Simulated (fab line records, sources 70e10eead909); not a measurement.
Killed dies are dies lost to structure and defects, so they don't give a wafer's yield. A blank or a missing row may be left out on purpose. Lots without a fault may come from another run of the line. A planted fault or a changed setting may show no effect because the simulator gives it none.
fab line records | flow nand_harc
record lots=22 wafers=66 last_day=25
route steps=1159 shown A_SGD_CUT@778 A_SLIT@779 A_WL_FILL@829 A_CONTACT@855
lots that met no fault: from a run of the same line without faults
start_h: hours from the record's first day to the start of the lot's first wafer shown | wait_h: hours since the lot's step before | " the same as in the row above | L1.1+2: a row that stands for several wafers | - no value, or no start given | * or withheld: withheld | < > ~ a bound
route shown NAME@n: a module of which the file shows steps, and the number in the route of the first | usual: mean/standard deviation of fault-free wafers | same: alike in all rows | chamber/n: place in a boat | sites: the reading at each site | _std_site: their standard deviation | _edge_site: outer sites' mean less inner sites' | radius_mm: how far each site lies from the wafer's centre | mask NAME#n: copy n | behind: the tool/chamber that last shaped the wafer | hold: why the lot was held/for how many hours/how that ended | device: the transistor (n, p or np) that didn't switch | end of line: the same wafers' tests at the end of the route | a step without rows: its recipe alone | killed: dies lost to structure and defects at the first sort, not the wafer's yield | map: a wafer's dies, x killed, . not, _ none there
set.NAME: the setting as run; set.NAME@STEP: as run at that earlier step | model.NAME: the simulator's own value behind a step, which no gauge read
steps of the route over a sample of lots; a table a step, a row a wafer
services: from which hour (start_h, from the record's first day; less than 0 if before it) a tool's chamber was out of use, for how many hours, and why
## steps
# step NHARC_A_SGD_CUT_INSPECT_25
# usual raw_defect_count=316/82
# columns lot.wafer tool chamber start_h wait_h raw_defect_count
L074.3 defect_inspect-01 - 313.93 - 246
L074.4 " - " " 264
L074.5 " - " " 215
L076.2 defect_inspect-02 - 323.30 - 204
L076.4 " - " " 221
L076.6 " - " " 213
L077.1 defect_inspect-01 - 323.36 - 334
L077.2 " - " " 317
L077.6 " - " " 247
L075.1 defect_inspect-01 - 323.80 - 300
L075.4 " - " " 337
L075.5 " - " " 386
L079.1 defect_inspect-01 - 337.74 - 292
L079.2 " - " " 368
L079.5 " - " " 376
L080.3 defect_inspect-01 - 344.88 - 465
L080.4 " - " " 566
L080.5 " - " " 636
L081.4 defect_inspect-02 - 344.93 - 342
L081.5 " - " " 264
L081.6 " - " " 256
L078.3 defect_inspect-02 - 344.99 - 272
L078.4 " - " " 304
L078.6 " - " " 374
L082.1 defect_inspect-01 - 360.71 - 333
L082.2 " - " " 355
L082.4 " - " " 315
L083.2 defect_inspect-01 - 364.05 - 342
L083.3 " - " " 209
L083.5 " - " " 409
L084.1 defect_inspect-02 - 384.66 - 306
L084.4 " - " " 299
L084.5 " - " " 362
L085.1 defect_inspect-02 - 384.71 - 422
L085.2 " - " " 313
L085.4 " - " " 256
L086.1 defect_inspect-02 - 393.73 - 273
L086.2 " - " " 262
L086.4 " - " " 248
L088.2 defect_inspect-01 - 393.73 - 354
L088.4 " - " " 344
L088.5 " - " " 274
L087.2 defect_inspect-02 - 393.76 - 499
L087.4 " - " " 538
L087.5 " - " " 432
L089.1 defect_inspect-02 - 405.45 - 174
L089.3 " - " " 239
L089.4 " - " " 293
L091.2 defect_inspect-02 - 422.81 - 293
L091.3 " - " " 333
L091.4 " - " " 351
L094.2 defect_inspect-01 - 428.22 - 219
L094.3 " - " " 188
L094.4 " - " " 276
L093.1 defect_inspect-02 - 428.22 - 242
L093.3 " - " " 221
L093.6 " - " " 215
L095.1 defect_inspect-01 - 441.82 - 348
L095.2 " - " " 313
L095.4 " - " " 383
L097.1 defect_inspect-02 - 450.05 - 224
L097.4 " - " " 349
L097.6 " - " " 273
L096.1 defect_inspect-01 - 455.25 - 411
L096.3 " - " " 356
L096.5 " - " " 323
# step NHARC_A_SLIT_DEP_25
# recipe target_thk_a=2000 temp_c=400 pressure_torr=6.5 rf_w=900 teos_flow_sccm=161.4 flow_sccm=2650 target_thk_nm=200 gas=O2 material=SiO2
# usual heater_power_w=527/91 susceptor_temp_C=400.03/0.23 throttle_valve_pct=15.9/0.65
# columns lot.wafer tool chamber start_h wait_h heater_power_w susceptor_temp_C throttle_valve_pct
L074.3 pecvd-02 1 313.99 0.1 484 399.91 15.7
L074.5 " 1 " " 487 400.10 15.8
L074.4 " 2 " " 406 400.17 15.9
L076.2 pecvd-02 2 323.37 0.1 407 399.82 16.3
L076.6 " 2 " " 417 399.65 15.8
L076.4 " 0 " " 434 399.87 16.7
L077.2 pecvd-04 2 323.43 0.1 564 400.61 16.4
L077.1 " 1 " " 596 399.84 16.4
L077.6 " 0 " " 678 399.95 16.1
L075.1 pecvd-02 0 323.87 0.1 490 399.99 17.1
L075.4 " 0 " " 510 400.22 16.8
L075.5 " 2 " " 410 400.25 15.9
L079.2 pecvd-01 0 337.85 0.1 549 399.70 14.5
L079.1 " 1 " " 613 399.95 15.4
L079.5 " 1 " " 613 400.21 15.5
L080.3 pecvd-01 1 345.55 0.7 589 400.10 15.5
L080.5 " 0 " " 592 399.64 14.8
L080.4 " 1 " " 588 399.98 15.4
L081.6 pecvd-04 2 345.65 0.7 650 400.30 16.3
L081.4 " 0 " " 558 400.05 16.1
L081.5 " 1 " " 647 399.95 16.5
L078.3 pecvd-01 0 345.78 0.8 499 399.96 14.7
L078.4 " 2 " " 481 400.47 15.9
L078.6 " 0 " " 502 400.10 14.5
L082.2 pecvd-01 1 360.78 0.1 619 400.52 15.5
L082.1 " 2 " " 541 399.90 15.7
L082.4 " 2 " " 396 399.85 15.6
L083.3 pecvd-02 0 364.15 0.1 520 399.92 16.9
L083.2 " 1 " " 528 400.18 15.8
L083.5 " 1 " " 541 400.00 15.4
L084.1 pecvd-01 0 384.77 0.1 521 399.97 14.6
L084.4 " 0 " " 531 400.19 14.8
L084.5 " 2 " " 400 400.58 15.7
L085.1 pecvd-02 2 384.95 0.2 417 399.76 15.6
L085.2 " 0 " " 398 399.99 16.8
L085.4 " 2 " " 438 399.96 15.5
L086.2 pecvd-01 1 393.80 0.1 610 400.21 15.5
L086.1 " 0 " " 544 400.20 14.5
L086.4 " 0 " " 540 399.92 14.7
L088.2 pecvd-02 1 393.80 0.1 539 400.23 15.6
L088.4 " 1 " " 520 399.87 15.9
L088.5 " 2 " " 409 400.33 15.5
L087.2 pecvd-04 2 393.83 0.1 580 399.71 15.9
L087.5 " 2 " " 571 399.98 15.7
L087.4 " 0 " " 782 400.06 15.9
L089.1 pecvd-04 2 405.52 0.1 649 400.11 15.7
L089.3 " 0 " " 715 400.00 16.1
L089.4 " 1 " " 589 400.33 16.4
L091.3 pecvd-04 0 423.14 0.3 721 399.82 16.0
L091.2 " 1 " " 503 400.24 16.3
L091.4 " 1 " " 519 400.15 16.0
L094.2 pecvd-02 2 428.29 0.1 356 400.03 15.8
L094.3 " 1 " " 535 400.19 15.7
L094.4 " 2 " " 361 400.14 15.6
L093.1 pecvd-04 2 428.31 0.1 571 399.91 16.0
L093.3 " 2 " " 571 400.04 15.9
L093.6 " 1 " " 620 399.90 16.3
L095.1 pecvd-01 1 441.89 0.1 622 400.20 15.7
L095.2 " 0 " " 509 400.18 14.2
L095.4 " 0 " " 520 400.29 14.4
L097.1 pecvd-02 1 450.16 0.1 458 400.12 15.6
L097.6 " 0 " " 413 399.83 17.2
L097.4 " 2 " " 401 400.11 15.6
L096.1 pecvd-02 0 455.36 0.1 460 400.19 16.8
L096.3 " 1 " " 535 399.53 15.7
L096.5 " 0 " " 463 400.09 16.8
# step NHARC_A_SLIT_ETCH_24
# recipe target_depth_a=1210 time_s=60.5 cf4_flow_sccm=100 chf3_flow_sccm=30 ar_flow_sccm=0 rf_w=500 bias_w=200 chemistry=CF4/CHF3
# usual bias_w=200.0/0.55 chamber_pressure_mTorr=25.000/0.022 drypump_motor_current_A=5.5/0.39 oes_product_au=0.961/0.019 rf_vpp_V=370.7/1.7 showerhead_plenum_p_Torr=1.58/0.047 throttle_valve_pct=16.802/0.008
# columns lot.wafer tool chamber start_h wait_h bias_w chamber_pressure_mTorr drypump_motor_current_A oes_product_au rf_hours_counter_h rf_vpp_V showerhead_plenum_p_Torr throttle_valve_pct
L074.4 rie_diel-13 1 317.19 0.1 200.5 24.991 5.9 0.950 2 370.3 1.57 16.806
L074.3 " 2 " " 200.0 24.985 4.9 0.960 2 369.0 1.52 16.794
L074.5 " 1 " " 201.1 24.953 5.9 0.967 - 372.3 1.58 16.813
L076.2 rie_diel-13 3 326.84 0.1 199.9 24.994 5.8 0.976 4 369.8 1.61 16.813
L076.4 " 3 " " 199.4 25.030 5.8 0.963 - 371.9 1.61 16.802
L076.6 " 0 " " 199.9 24.976 5.7 0.965 - 372.5 1.63 16.805
L077.2 rie_diel-05 3 326.97 0.1 199.7 24.981 5.8 0.945 9 371.1 1.58 16.801
L077.1 " 2 " " 200.7 25.025 5.4 0.924 9 372.1 1.60 16.804
L077.6 " 3 " " 199.4 24.970 5.8 0.942 - 371.5 1.58 16.804
L075.1 rie_diel-13 0 328.09 0.1 200.3 24.977 5.7 0.966 4 373.8 1.63 16.803
L075.5 " 0 " " 199.7 24.984 5.8 0.972 - 372.9 1.63 16.799
L075.4 " 1 " " 200.6 24.995 5.9 0.971 - 371.1 1.57 16.809
L079.1 rie_diel-03 3 341.81 0.1 200.0 25.038 4.8 0.961 8 368.8 1.52 16.794
L079.2 " 2 " " 198.9 24.968 5.4 0.983 9 367.5 1.47 16.791
L079.5 " 0 " " 199.9 25.023 5.2 0.958 - 370.1 1.57 16.808
L080.3 rie_diel-13 1 352.57 0.1 200.9 24.986 5.9 0.980 5 370.5 1.57 16.816
L080.4 " 2 " " 200.9 24.990 4.9 0.972 4 368.3 1.52 16.803
L080.5 " 1 " " 200.1 24.991 5.9 0.989 - 369.7 1.57 16.802
L081.5 rie_diel-03 3 352.96 0.1 200.3 24.986 4.8 0.941 - 369.4 1.52 16.803
L081.4 " 0 " " 200.7 25.006 5.2 0.954 - 369.8 1.57 16.808
L081.6 " 1 " " 199.6 24.999 5.9 0.938 - 372.9 1.65 16.813
L078.4 rie_diel-05 1 354.56 0.1 199.3 24.983 5.1 0.986 0 371.5 1.61 16.809
L078.3 " 2 " " 199.7 24.992 5.4 0.989 0 370.9 1.60 16.790
L078.6 " 1 " " 200.9 25.014 5.1 0.977 - 371.5 1.61 16.801
L082.1 rie_diel-03 1 367.14 0.1 199.6 25.009 5.9 0.954 9 372.7 1.65 16.806
L082.2 " 2 " " 200.0 24.972 5.4 0.974 10 367.4 1.47 16.800
L082.4 " 3 " " 199.6 24.970 4.8 0.959 11 369.2 1.52 16.794
L083.2 rie_diel-13 2 369.10 0.1 199.7 24.976 4.9 0.967 5 368.5 1.52 16.804
L083.3 " 1 " " 199.8 25.008 5.9 0.976 7 368.9 1.57 16.799
L083.5 " 3 " " 199.4 25.004 5.8 0.955 - 371.8 1.61 16.802
L084.4 rie_diel-03 0 388.02 0.1 200.1 25.009 5.2 0.929 13 371.1 1.57 16.808
L084.1 " 2 " " 200.4 25.024 5.4 0.922 13 367.3 1.47 16.810
L084.5 " 1 " " 199.7 24.995 5.9 0.908 - 373.0 1.65 16.812
L085.4 rie_diel-13 2 389.20 0.1 200.4 25.012 4.9 0.959 6 367.5 1.52 16.803
L085.2 " 3 " " 199.7 24.982 5.8 0.972 7 372.2 1.60 16.811
L085.1 " 0 " " 199.6 24.995 5.7 0.975 8 373.0 1.63 16.815
L088.4 rie_diel-13 1 397.05 0.1 200.4 24.970 5.9 0.973 9 371.9 1.57 16.811
L088.2 " 2 " " 199.8 25.003 4.9 0.992 7 369.0 1.51 16.797
L088.5 " 1 " " 200.2 24.999 5.9 0.975 - 369.2 1.57 16.789
L087.2 rie_diel-05 1 397.22 0.1 200.1 24.960 5.1 0.991 3 371.4 1.61 16.797
L087.4 " 2 " " 199.8 25.014 5.4 0.999 3 370.2 1.59 16.798
L087.5 " 0 " " 199.5 25.030 5.8 0.962 - 370.2 1.58 16.783
L086.2 rie_diel-05 1 397.73 0.4 199.5 24.986 5.1 0.947 3 372.3 1.61 16.799
L086.4 " 3 " " 200.7 25.003 5.8 0.943 3 369.9 1.57 16.802
L086.1 " 0 " " 200.1 25.008 5.8 0.939 3 370.0 1.58 16.818
L089.4 rie_diel-13 0 410.56 0.1 199.4 25.004 5.7 0.951 10 371.5 1.63 16.804
L089.3 " 1 " " 199.9 24.979 5.9 0.942 11 369.1 1.57 16.797
L089.1 " 2 " " 201.1 25.006 4.9 0.945 9 368.7 1.51 16.807
L091.3 rie_diel-13 1 426.82 0.5 200.3 24.985 5.9 0.954 12 370.7 1.57 16.790
L091.4 " 3 " " 199.9 25.017 5.8 0.997 10 371.2 1.60 16.800
L091.2 " 0 " " 200.0 24.984 5.7 0.944 12 372.8 1.63 16.794
L094.4 rie_diel-03 3 432.20 0.1 199.7 25.030 4.8 0.972 3 369.6 1.52 16.783
L094.3 " 0 " " 200.4 24.958 5.2 0.947 2 371.5 1.57 16.798
L094.2 " 2 " " 199.6 25.017 5.4 0.971 2 368.5 1.46 16.805
L093.3 rie_diel-13 0 432.93 0.1 200.4 25.015 5.7 0.932 12 372.6 1.63 16.794
L093.1 " 2 " " 199.0 24.990 4.8 0.945 11 368.3 1.51 16.797
L093.6 " 0 " " 200.5 25.027 5.7 0.935 - 372.1 1.63 16.805
L095.1 rie_diel-05 3 445.86 0.1 200.5 25.026 5.8 0.979 5 369.6 1.57 16.809
L095.2 " 1 " " 200.0 24.952 5.1 0.978 5 370.7 1.61 16.802
L095.4 " 2 " " 199.6 25.045 5.5 0.984 6 371.9 1.59 16.809
L097.1 rie_diel-03 2 453.51 0.1 200.2 25.016 5.4 0.959 3 367.5 1.47 16.794
L097.4 " 0 " " 199.1 25.011 5.2 0.947 4 370.1 1.57 16.798
L097.6 " 2 " " 200.3 25.002 5.4 0.943 - 366.2 1.46 16.793
L096.3 rie_diel-05 2 461.44 0.1 199.8 24.984 5.4 0.976 7 370.8 1.59 16.809
L096.1 " 3 " " 199.3 25.021 5.8 0.971 6 371.1 1.57 16.812
L096.5 " 2 " " 199.0 25.030 5.4 0.972 - 371.9 1.59 16.774
# step NHARC_A_SLIT_STRIP_18
# recipe o2_flow_sccm=500 ar_flow_sccm=0 bias_w=0 chemistry=O2
# usual chamber_pressure_mTorr=60.00/0.06 drypump_motor_current_A=5.5/0.37 oes_product_au=1.004/0.0099 rf_vpp_V=57.8/0.88 showerhead_plenum_p_Torr=3.55/0.09 throttle_valve_pct=17.036/0.0079
# same bias_w=0
# columns lot.wafer tool chamber start_h wait_h chamber_pressure_mTorr drypump_motor_current_A oes_product_au rf_hours_counter_h rf_vpp_V showerhead_plenum_p_Torr throttle_valve_pct
L074.4 rie_diel-13 3 - - 59.94 5.8 0.994 3 57.5 3.60 17.040
L074.3 " 0 " " 60.06 5.7 1.013 3 59.1 3.65 17.044
L074.5 " 0 " " 60.12 5.7 1.000 - 57.4 3.65 17.040
L076.4 rie_diel-05 1 - - 60.10 5.1 0.991 10 57.5 3.61 17.039
L076.2 " 2 " " 59.90 5.5 0.998 9 58.4 3.58 17.031
L076.6 " 1 " " 60.05 5.1 0.998 - 58.5 3.61 17.034
L077.1 rie_diel-13 0 - - 60.02 5.7 1.008 4 57.5 3.65 17.039
L077.2 " 1 " " 60.10 5.9 1.006 4 56.9 3.53 17.033
L077.6 " 1 " " 60.01 5.9 1.010 - 57.9 3.53 17.049
L075.4 rie_diel-05 2 - - 59.91 5.4 0.995 10 57.8 3.58 17.043
L075.1 " 0 " " 59.99 5.8 0.997 11 58.1 3.55 17.042
L075.5 " 3 " " 59.96 5.8 1.016 - 56.4 3.53 17.030
L079.2 rie_diel-03 2 - - 60.02 5.4 1.010 9 57.7 3.29 17.048
L079.1 " 3 " " 59.90 4.8 1.000 9 57.6 3.42 17.039
L079.5 " 1 " " 60.01 5.9 0.987 - 58.5 3.70 17.040
L080.4 rie_diel-13 3 - - 60.12 5.8 0.991 6 57.0 3.60 17.038
L080.3 " 0 " " 60.00 5.7 1.009 6 59.5 3.65 17.037
L080.5 " 1 " " 59.97 5.9 1.006 - 57.9 3.53 17.027
L081.4 rie_diel-03 1 - - 60.00 5.9 0.990 9 58.6 3.70 17.048
L081.5 " 0 " " 60.02 5.2 1.009 - 58.2 3.52 17.031
L081.6 " 1 " " 60.08 5.9 0.987 - 56.9 3.70 17.043
L078.4 rie_diel-05 2 - - 60.09 5.4 1.019 1 58.4 3.58 17.040
L078.3 " 0 " " 60.02 5.8 1.016 1 58.9 3.55 17.038
L078.6 " 3 " " 60.00 5.8 1.011 - 56.6 3.53 17.045
L082.1 rie_diel-05 2 - - 60.07 5.5 1.024 1 58.3 3.58 17.040
L082.2 " 3 " " 60.02 5.8 1.022 1 56.5 3.53 17.037
L082.4 " 0 " " 59.94 5.8 1.009 1 57.4 3.55 17.042
L083.2 rie_diel-05 0 - - 59.91 5.8 1.011 1 57.0 3.55 17.041
L083.3 " 1 " " 60.18 5.1 1.007 1 59.1 3.61 17.039
L083.5 " 2 " " 59.88 5.5 1.022 - 58.7 3.58 17.033
L084.1 rie_diel-05 0 - - 59.93 5.8 0.996 2 57.2 3.55 17.042
L084.4 " 3 " " 60.05 5.8 1.026 2 56.9 3.53 17.018
L084.5 " 1 " " 60.05 5.1 1.007 - 58.2 3.61 17.045
L085.1 rie_diel-03 3 - - 60.02 4.8 1.001 14 56.3 3.42 17.052
L085.2 " 0 " " 59.96 5.2 0.998 14 57.8 3.52 17.039
L085.4 " 2 " " 60.05 5.4 1.009 14 56.3 3.29 17.031
L088.2 rie_diel-13 1 - - 60.08 5.9 1.008 10 58.4 3.53 17.050
L088.4 " 3 " " 59.95 5.8 1.001 8 58.0 3.60 17.050
L088.5 " 1 " " 59.94 5.9 1.011 - 57.0 3.53 17.025
L087.2 rie_diel-05 0 - - 59.99 5.8 1.007 3 58.1 3.55 17.033
L087.4 " 3 " " 59.92 5.8 1.012 4 58.1 3.53 17.039
L087.5 " 1 " " 60.06 5.1 1.019 - 57.9 3.61 17.038
L086.2 rie_diel-13 2 - - 59.98 4.9 1.008 8 57.8 3.40 17.045
L086.4 " 0 " " 60.01 5.7 1.000 9 58.9 3.65 17.034
L086.1 " 1 " " 60.02 5.9 0.997 10 57.2 3.53 17.031
L089.1 rie_diel-13 3 - - 59.99 5.8 0.997 10 58.1 3.60 17.041
L089.4 " 0 " " 59.94 5.7 1.008 10 57.5 3.65 17.044
L089.3 " 1 " " 59.98 5.9 0.996 11 57.2 3.53 17.059
L091.2 rie_diel-03 0 - - 59.97 5.2 0.994 2 58.2 3.52 17.039
L091.4 " 1 " " 59.97 5.9 0.985 2 59.1 3.70 17.027
L091.3 " 2 " " 60.02 5.4 0.986 2 56.1 3.29 17.034
L094.4 rie_diel-13 2 - - 60.01 4.9 1.000 11 57.1 3.40 17.017
L094.3 " 0 " " 60.02 5.7 0.996 13 57.7 3.64 17.033
L094.2 " 1 " " 59.92 5.9 1.011 13 57.6 3.53 17.036
L093.3 rie_diel-05 0 - - 60.06 5.8 1.008 5 58.0 3.54 17.032
L093.1 " 2 " " 60.00 5.5 1.027 5 57.3 3.57 17.035
L093.6 " 2 " " 59.96 5.5 1.020 - 58.4 3.57 17.028
L095.2 rie_diel-13 2 - - 59.96 4.9 0.996 12 57.3 3.40 17.019
L095.1 " 3 " " 59.94 5.8 0.999 12 57.2 3.60 17.026
L095.4 " 0 " " 59.97 5.7 1.009 14 58.7 3.64 17.028
L097.1 rie_diel-05 1 - - 59.93 5.1 1.009 6 58.7 3.61 17.033
L097.4 " 3 " " 59.91 5.8 1.010 5 57.2 3.53 17.042
L097.6 " 1 " " 59.86 5.1 1.002 - 58.2 3.61 17.030
L096.1 rie_diel-13 1 - - 59.90 5.9 0.984 0 59.1 3.52 17.029
L096.3 " 3 " " 59.91 5.8 0.994 0 56.9 3.60 17.033
L096.5 " 1 " " 59.97 5.9 0.988 - 58.7 3.52 17.040
# step NHARC_A_WL_FILL_ETCHBACK_26
# recipe target_depth_a=520 time_s=13.3 hbr_flow_sccm=150 rf_w=350 icp_w=350 bias_w=60 chemistry=HBr
# usual bias_w=59.97/0.16 chamber_pressure_mTorr=15.001/0.015 drypump_motor_current_A=5.6/0.33 he_backside_leak_sccm=2.72/0.25 oes_product_au=1.001/0.011 throttle_valve_pct=23.267/0.0097
# columns lot.wafer tool chamber start_h wait_h bias_w chamber_pressure_mTorr drypump_motor_current_A he_backside_leak_sccm oes_product_au rf_hours_counter_h throttle_valve_pct
L074.3 rie_si-04 1 352.53 0.4 60.08 14.991 5.2 2.95 0.993 0.5 23.274
L074.4 " 3 " " 59.95 14.991 5.7 2.64 0.977 0.4 23.254
L074.5 " 2 " " 59.84 14.990 5.6 2.36 0.995 - 23.261
L075.1 rie_si-03 1 363.87 0.4 60.11 14.988 5.1 2.89 0.990 0.2 23.281
L075.4 " 3 " " 59.70 15.002 5.6 2.99 1.001 0.2 23.270
L075.5 " 1 " " 59.91 14.968 5.0 2.71 1.002 - 23.262
L076.2 rie_si-04 1 363.87 0.4 60.31 15.016 5.2 3.02 0.989 0.5 23.260
L076.4 " 2 " " 60.05 15.018 5.6 2.46 1.000 - 23.267
L076.6 " 0 " " 60.16 14.981 5.5 2.62 0.991 - 23.256
L077.1 rie_si-05 0 363.88 0.4 59.79 15.024 5.2 2.91 0.999 0.7 23.265
L077.2 " 1 " " 59.91 15.009 5.9 2.39 0.991 0.7 23.289
L077.6 " 0 " " 59.96 15.016 5.3 2.99 0.992 - 23.305
L079.2 rie_si-04 1 376.26 0.4 59.94 14.967 5.2 2.83 0.983 0.6 23.262
L079.1 " 2 " " 59.96 14.996 5.6 2.47 0.990 0.7 23.256
L079.5 " 0 " " 60.20 14.990 5.5 2.65 0.994 - 23.275
L080.4 rie_si-05 2 388.07 0.4 60.24 14.999 5.7 2.69 0.995 1.0 23.274
L080.3 " 3 " " 60.00 14.990 6.2 2.48 0.985 1.1 23.271
L080.5 " 2 " " 59.91 14.997 5.7 2.72 0.991 - 23.285
L081.4 rie_si-03 1 388.07 0.4 60.12 15.000 5.1 2.76 0.992 0.4 23.253
L081.5 " 0 " " 59.90 15.029 6.0 2.88 1.015 - 23.268
L081.6 " 1 " " 59.83 15.009 5.1 2.78 0.999 - 23.264
L078.3 rie_si-04 2 392.00 0.4 59.51 14.986 5.6 2.41 0.999 0.8 23.262
L078.6 " 1 " " 60.09 15.009 5.2 3.42 1.012 - 23.265
L078.4 " 2 " " 59.95 14.988 5.6 2.39 0.989 - 23.275
L083.3 rie_si-05 3 400.28 0.4 59.94 15.003 6.3 2.38 0.987 1.2 23.264
L083.2 " 1 " " 59.91 14.995 5.9 2.28 0.991 1.0 23.276
L083.5 " 3 " " 59.93 14.989 6.3 2.14 0.987 - 23.263
L082.2 rie_si-04 3 400.28 0.4 60.12 14.993 5.7 2.88 0.987 0.6 23.255
L082.4 " 0 " " 59.88 15.002 5.5 2.66 0.999 0.8 23.260
L082.1 " 1 " " 59.78 14.977 5.2 2.70 1.004 0.8 23.255
L085.4 rie_si-04 3 419.16 0.4 60.02 14.991 5.7 2.66 0.979 0.7 23.281
L085.2 " 0 " " 59.63 15.008 5.5 2.64 1.002 0.9 23.270
L085.1 " 1 " " 59.96 15.022 5.2 2.85 0.994 1.0 23.278
L084.1 rie_si-03 2 419.17 0.4 60.26 14.990 5.6 2.75 1.008 0.6 23.259
L084.4 " 3 " " 60.02 14.980 5.6 3.04 1.008 0.6 23.268
L084.5 " 1 " " 60.01 14.994 5.0 2.67 1.001 - 23.272
L087.2 rie_si-05 1 429.87 0.4 60.04 15.015 5.9 2.32 1.001 0.1 23.260
L087.4 " 0 " " 59.89 14.980 5.2 2.97 1.006 0.0 23.264
L087.5 " 1 " " 60.05 15.000 5.9 2.33 0.995 - 23.265
L088.4 rie_si-04 2 429.88 0.4 59.70 14.999 5.6 2.45 0.980 1.1 23.270
L088.2 " 0 " " 60.05 15.017 5.5 2.79 0.992 1.0 23.268
L088.5 " 1 " " 60.11 15.005 5.2 2.96 0.995 - 23.274
L086.2 rie_si-05 2 432.47 0.4 59.89 15.010 5.7 2.79 1.008 0.1 23.274
L086.1 " 0 " " 60.23 14.990 5.2 3.03 1.012 0.0 23.288
L086.4 " 1 " " 59.95 15.002 5.9 2.36 0.997 0.1 23.271
L089.1 rie_si-03 2 444.09 0.4 59.94 15.013 5.6 2.58 1.028 0.8 23.265
L089.4 " 3 " " 59.94 15.030 5.5 3.02 1.013 0.8 23.280
L089.3 " 0 " " 59.95 14.990 5.9 2.74 1.023 0.9 23.254
L091.3 rie_si-03 2 457.83 0.4 59.85 15.006 5.6 2.89 1.014 0.9 23.253
L091.2 " 3 " " 59.78 14.995 5.6 3.01 1.008 1.0 23.269
L091.4 " 0 " " 59.95 15.008 5.9 2.98 1.015 1.1 23.243
L094.4 rie_si-05 2 463.61 0.4 60.10 14.996 5.7 2.84 0.994 0.3 23.277
L094.3 " 3 " " 60.14 15.018 6.3 2.30 1.000 0.4 23.263
L094.2 " 1 " " 60.14 15.019 5.9 2.37 0.995 0.3 23.275
L093.1 rie_si-03 3 463.61 0.4 59.99 15.010 5.5 2.91 1.010 1.0 23.269
L093.3 " 0 " " 60.19 14.998 5.9 2.90 1.017 1.1 23.248
L093.6 " 0 " " 60.00 15.000 6.0 2.74 1.010 - 23.256
L095.4 rie_si-03 3 479.32 0.4 59.86 15.022 5.6 3.04 1.009 1.1 23.263
L095.1 " 1 " " 60.18 15.018 5.1 2.76 1.015 1.1 23.265
L095.2 " 2 " " 60.10 14.999 5.6 2.72 1.025 1.0 23.264
L097.1 rie_si-03 1 489.00 0.4 59.79 15.005 5.1 2.86 1.004 1.1 23.279
L097.4 " 2 " " 60.10 14.992 5.6 3.04 1.012 1.1 23.279
L097.6 " 2 " " 60.18 14.963 5.6 2.80 1.019 - 23.283
L096.3 rie_si-04 1 493.96 0.4 59.89 15.008 5.2 3.13 1.000 0.2 23.258
L096.1 " 0 " " 60.01 15.018 5.5 2.82 1.003 0.2 23.264
L096.5 " 1 " " 59.72 15.014 5.2 2.80 1.000 - 23.261
# step NHARC_A_CONTACT_OVL_MEAS_43
# usual overlay_x_nm=-0.2/0.65 overlay_y_nm=-0.1/0.8
# columns lot.wafer tool chamber start_h wait_h overlay_x_nm overlay_y_nm
L074.3 overlay-02 - 365.16 - -0.5 -2.0
L074.4 " - " " -0.1 -1.3
L074.5 " - " " -0.5 -1.5
L075.1 overlay-02 - 373.42 - -1.1 0.6
L075.4 " - " " -1.1 1.5
L075.5 " - " " -1.0 1.4
L077.1 overlay-02 - 373.57 - -0.2 -0.3
L077.2 " - " " 0.0 -0.2
L077.6 " - " " -0.3 -0.6
L076.2 overlay-02 - 377.88 - -0.3 -0.9
L076.4 " - " " 0.8 -0.9
L076.6 " - " " -0.3 -0.5
L079.1 overlay-01 - 386.57 - -0.1 -0.7
L079.2 " - " " 0.7 -0.3
L079.5 " - " " 0.0 -0.7
L081.4 overlay-02 - 399.12 - -1.0 -0.7
L081.5 " - " " -0.8 -0.2
L081.6 " - " " -0.3 -0.1
L080.3 overlay-02 - 401.36 - 1.0 0.0
L080.4 " - " " 0.7 -0.3
L080.5 " - " " 0.4 -0.2
L078.3 overlay-02 - 403.55 - 0.1 0.8
L078.4 " - " " 0.4 0.6
L078.6 " - " " 0.9 0.8
L083.2 overlay-02 - 415.94 - 1.2 0.8
L083.3 " - " " 0.7 0.5
L083.5 " - " " 1.2 0.0
L082.1 overlay-02 - 416.78 - -0.5 0.1
L082.2 " - " " -0.7 0.3
L082.4 " - " " -0.1 0.9
L085.1 overlay-02 - 430.10 - 1.6 0.0
L085.2 " - " " 1.1 0.2
L085.4 " - " " 1.1 -0.4
L084.1 overlay-01 - 430.44 - -0.4 -1.3
L084.4 " - " " -0.7 -0.7
L084.5 " - " " -0.7 -0.1
L087.2 overlay-01 - 439.54 - -0.3 -0.6
L087.4 " - " " -1.2 -0.3
L087.5 " - " " -0.6 -0.6
L088.2 overlay-01 - 439.70 - -0.4 0.4
L088.4 " - " " -1.3 0.5
L088.5 " - " " 0.0 0.2
L086.1 overlay-02 - 443.88 - -0.2 -0.4
L086.2 " - " " -0.7 -0.8
L086.4 " - " " -0.8 -0.4
L089.1 overlay-02 - 457.37 - -0.2 -0.3
L089.3 " - " " 0.0 0.4
L089.4 " - " " -0.4 0.3
L091.2 overlay-01 - 472.14 - -1.0 -0.4
L091.3 " - " " -1.2 -0.7
L091.4 " - " " -1.5 -0.6
L094.2 overlay-01 - 474.16 - -0.3 0.1
L094.3 " - " " -0.4 -0.1
L094.4 " - " " -0.4 -0.1
L093.1 overlay-01 - 474.37 - 0.1 1.3
L093.3 " - " " 0.4 0.1
L093.6 " - " " 0.4 0.5
L095.1 overlay-01 - 493.52 - -1.2 1.5
L095.2 " - " " -1.0 1.9
L095.4 " - " " -0.5 1.4
L097.1 overlay-01 - 498.82 - -0.7 -0.6
L097.4 " - " " -0.3 -0.3
L097.6 " - " " -0.7 -0.9
L096.1 overlay-01 - 503.89 - -0.1 0.6
L096.3 " - " " 0.6 -0.1
L096.5 " - " " 0.3 0.0
## services
# columns tool chamber start_h hours kind
rie_diel-03 3 297.26 2.5 repair
rie_diel-13 2 326.70 8.3 repair
rie_si-03 - 332.00 9.0 pm
pecvd-02 - 334.19 13.0 pm
rie_diel-05 - 340.60 9.0 pm
rie_diel-03 2 352.46 2.9 repair
rie_si-04 3 362.43 4.3 repair
pecvd-02 - 380.66 0.7 repair
rie_si-04 3 381.93 3.3 repair
rie_si-04 0 385.54 7.9 repair
rie_diel-03 - 392.70 9.0 pm
rie_si-04 - 413.68 0.2 repair
rie_diel-13 3 420.67 5.7 repair
rie_diel-05 3 426.92 13.5 repair
rie_diel-13 - 427.85 0.7 repair
pecvd-02 - 430.98 1.4 repair
rie_diel-03 - 433.20 1.1 repair
rie_diel-05 - 450.09 0.2 repair
rie_diel-13 - 453.00 9.0 pm
rie_diel-03 3 455.16 4.6 repair
rie_diel-03 2 472.52 9.0 repair
rie_diel-05 1 479.59 4.7 repair
rie_diel-13 3 482.86 5.8 repair
rie_diel-13 3 489.95 1.2 repair
## key
fault none
